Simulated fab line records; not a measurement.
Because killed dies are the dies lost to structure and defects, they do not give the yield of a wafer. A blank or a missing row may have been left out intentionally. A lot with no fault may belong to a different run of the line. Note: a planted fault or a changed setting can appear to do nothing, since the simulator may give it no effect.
Lot-split experiment / flow n5_finfet / route with 1938 steps; 7 lots, 21 wafers read

== THE SPLIT ITSELF ==
At N5_BEOL_M3_ETCH_64 (etches SOC in N2/H2, target depth 75 nm, overetch 15 nm, time 112.5 s), the setting time_s was moved away from the recipe's 112.5 s on 5 of the 21 wafers read, by -17.3% to +18.5%. This setting was run at the recipe's value on the other wafers.

The reading is taken at the split's own step.

== THE READING ==
SiARC_of_BEOL_M3_COAT_62.thk_nm (the simulator's own value, which no gauge read), in nm, at N5_BEOL_M3_ETCH_64 (etches SOC in N2/H2, target depth 75 nm, overetch 15 nm, time 112.5 s). The file gives no usual value for it. Here, 16 wafers ran the recipe; their average is 6.8 nm with a standard deviation of 0.097 nm.

wafer=L074.3; tool, chamber at the split=rie_diel-06, 2; time_s as run, s=112.5; against the recipe=recipe; SiARC_of_BEOL_M3_COAT_62.thk_nm, nm=6.8; against lot-mates on the recipe=-
wafer=L074.4; tool, chamber at the split=rie_diel-06, 1; time_s as run, s=112.5; against the recipe=recipe; SiARC_of_BEOL_M3_COAT_62.thk_nm, nm=6.6; against lot-mates on the recipe=-
wafer=L074.5; tool, chamber at the split=rie_diel-06, 2; time_s as run, s=112.5; against the recipe=recipe; SiARC_of_BEOL_M3_COAT_62.thk_nm, nm=7; against lot-mates on the recipe=-
wafer=L075.1; tool, chamber at the split=rie_diel-05, 2,0; time_s as run, s=112.5; against the recipe=recipe; SiARC_of_BEOL_M3_COAT_62.thk_nm, nm=6.8; against lot-mates on the recipe=-
wafer=L075.3; tool, chamber at the split=rie_diel-05, 2,0; time_s as run, s=112.5; against the recipe=recipe; SiARC_of_BEOL_M3_COAT_62.thk_nm, nm=6.8; against lot-mates on the recipe=-
wafer=L075.2; tool, chamber at the split=rie_diel-05, 3; time_s as run, s=133.3; against the recipe=+18.5%; SiARC_of_BEOL_M3_COAT_62.thk_nm, nm=5.6; against lot-mates on the recipe=-1.2
wafer=L082.2; tool, chamber at the split=rie_diel-02, 3; time_s as run, s=112.5; against the recipe=recipe; SiARC_of_BEOL_M3_COAT_62.thk_nm, nm=6.8; against lot-mates on the recipe=-
wafer=L082.4; tool, chamber at the split=rie_diel-02, 2; time_s as run, s=112.5; against the recipe=recipe; SiARC_of_BEOL_M3_COAT_62.thk_nm, nm=6.8; against lot-mates on the recipe=-
wafer=L082.6; tool, chamber at the split=rie_diel-02, 3; time_s as run, s=112.5; against the recipe=recipe; SiARC_of_BEOL_M3_COAT_62.thk_nm, nm=6.8; against lot-mates on the recipe=-
wafer=L089.1; tool, chamber at the split=rie_diel-05, 1; time_s as run, s=112.5; against the recipe=recipe; SiARC_of_BEOL_M3_COAT_62.thk_nm, nm=6.8; against lot-mates on the recipe=-
wafer=L089.3; tool, chamber at the split=rie_diel-05, 2; time_s as run, s=112.5; against the recipe=recipe; SiARC_of_BEOL_M3_COAT_62.thk_nm, nm=6.8; against lot-mates on the recipe=-
wafer=L089.4; tool, chamber at the split=rie_diel-05, 3; time_s as run, s=93.02; against the recipe=-17.3%; SiARC_of_BEOL_M3_COAT_62.thk_nm, nm=7.6; against lot-mates on the recipe=+0.8
wafer=L093.3; tool, chamber at the split=rie_diel-06, 1; time_s as run, s=112.5; against the recipe=recipe; SiARC_of_BEOL_M3_COAT_62.thk_nm, nm=6.6; against lot-mates on the recipe=-
wafer=L093.4; tool, chamber at the split=rie_diel-06, 2; time_s as run, s=122.9; against the recipe=+9.2%; SiARC_of_BEOL_M3_COAT_62.thk_nm, nm=6.4; against lot-mates on the recipe=-0.2
wafer=L093.6; tool, chamber at the split=rie_diel-06, 1; time_s as run, s=112.5; against the recipe=recipe; SiARC_of_BEOL_M3_COAT_62.thk_nm, nm=6.6; against lot-mates on the recipe=-
wafer=L094.2; tool, chamber at the split=rie_diel-02, 1; time_s as run, s=129.4; against the recipe=+15.0%; SiARC_of_BEOL_M3_COAT_62.thk_nm, nm=6; against lot-mates on the recipe=-0.8
wafer=L094.3; tool, chamber at the split=rie_diel-02, 3,2; time_s as run, s=112.5; against the recipe=recipe; SiARC_of_BEOL_M3_COAT_62.thk_nm, nm=6.8; against lot-mates on the recipe=-
wafer=L094.4; tool, chamber at the split=rie_diel-02, 3,2; time_s as run, s=112.5; against the recipe=recipe; SiARC_of_BEOL_M3_COAT_62.thk_nm, nm=6.8; against lot-mates on the recipe=-
wafer=L096.2; tool, chamber at the split=rie_diel-05, 3; time_s as run, s=112.5; against the recipe=recipe; SiARC_of_BEOL_M3_COAT_62.thk_nm, nm=6.8; against lot-mates on the recipe=-
wafer=L096.4; tool, chamber at the split=rie_diel-05, 1; time_s as run, s=112.5; against the recipe=recipe; SiARC_of_BEOL_M3_COAT_62.thk_nm, nm=6.8; against lot-mates on the recipe=-
wafer=L096.5; tool, chamber at the split=rie_diel-05, 1; time_s as run, s=124.3; against the recipe=+10.5%; SiARC_of_BEOL_M3_COAT_62.thk_nm, nm=6.2; against lot-mates on the recipe=-0.6
If several chambers appear in one row, that row covers several wafers at once and the file leaves open which wafer was in which chamber.

THE FIT
A straight line over all 21 wafers: SiARC_of_BEOL_M3_COAT_62.thk_nm changes by -0.0535 nm for each +1% of time_s; r = -0.97; the points scatter about the line by 0.1 nm.
The same after taking each lot's own level away (the mean of its wafers on the recipe; 21 wafers): -0.0527 nm for each +1%; r = -0.96; scatter 0.11 nm.
That fit puts the effect of the largest move of time_s on the reading at 0.97 nm.
From 6.60 to 6.80 nm: that is the span of the lots' own levels, equal to 2.1 times the standard deviation above.
The two slopes are in agreement: the lot-to-lot level therefore moves the slope only a little.
Check: for one of the wafers moved furthest among these (+18.5%), held out of the fit, the line's prediction against its lot-mates is -0.872 nm. Against them it came out at -1.2 nm.

== OTHER SPLITS ON THESE WAFERS ==
Other splits were also applied to these wafers ahead of the reading. Each is held against what the fit with the lots' levels taken away leaves over:
other split on the same wafers=N5_BEOL_M1_EXPOSE_25 dose_mj; wafers away from the commonest value=6; r with SiARC_of_BEOL_M3_COAT_62.thk_nm (lot level and that fit taken away)=+0.35
other split on the same wafers=N5_BEOL_M2_ETCH_69 bias_w; wafers away from the commonest value=6; r with SiARC_of_BEOL_M3_COAT_62.thk_nm (lot level and that fit taken away)=-0.18
other split on the same wafers=N5_BEOL_M2_TRENCH_ETCH_37 bias_w; wafers away from the commonest value=4; r with SiARC_of_BEOL_M3_COAT_62.thk_nm (lot level and that fit taken away)=+0.15
other split on the same wafers=N5_BEOL_M3_EXPOSE_08 dose_mj; wafers away from the commonest value=6; r with SiARC_of_BEOL_M3_COAT_62.thk_nm (lot level and that fit taken away)=-0.03

== THE WHOLE CHAIN: every reading that the file lists as answering this split, in the file's order ==
step=N5_BEOL_M3_ETCH_64; what it does=etches SOC in N2/H2, target depth 75 nm, overetch 15 nm, time 112.5 s; reading=SiARC_of_BEOL_M3_COAT_62.thk_nm (the simulator's own value, which no gauge read); change (the file's fit)=-0.0529 nm for each +1% of the setting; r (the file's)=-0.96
step=N5_BEOL_M3_HM_OPEN_17; what it does=chemistry Cl2/BCl3, target TiN, target depth 20 nm, overetch 6 nm; reading=etch.depth_nm (the simulator's own value, which no gauge read); change (the file's fit)=not straight: 20.1 at the lowest setting, 20.09 at the recipe, 17.89 at the highest; r (the file's)=not given

== FILE'S OWN FIT ==
SiARC_of_BEOL_M3_COAT_62.thk_nm changes by -0.0529 nm for each +1% of time_s, r = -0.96.
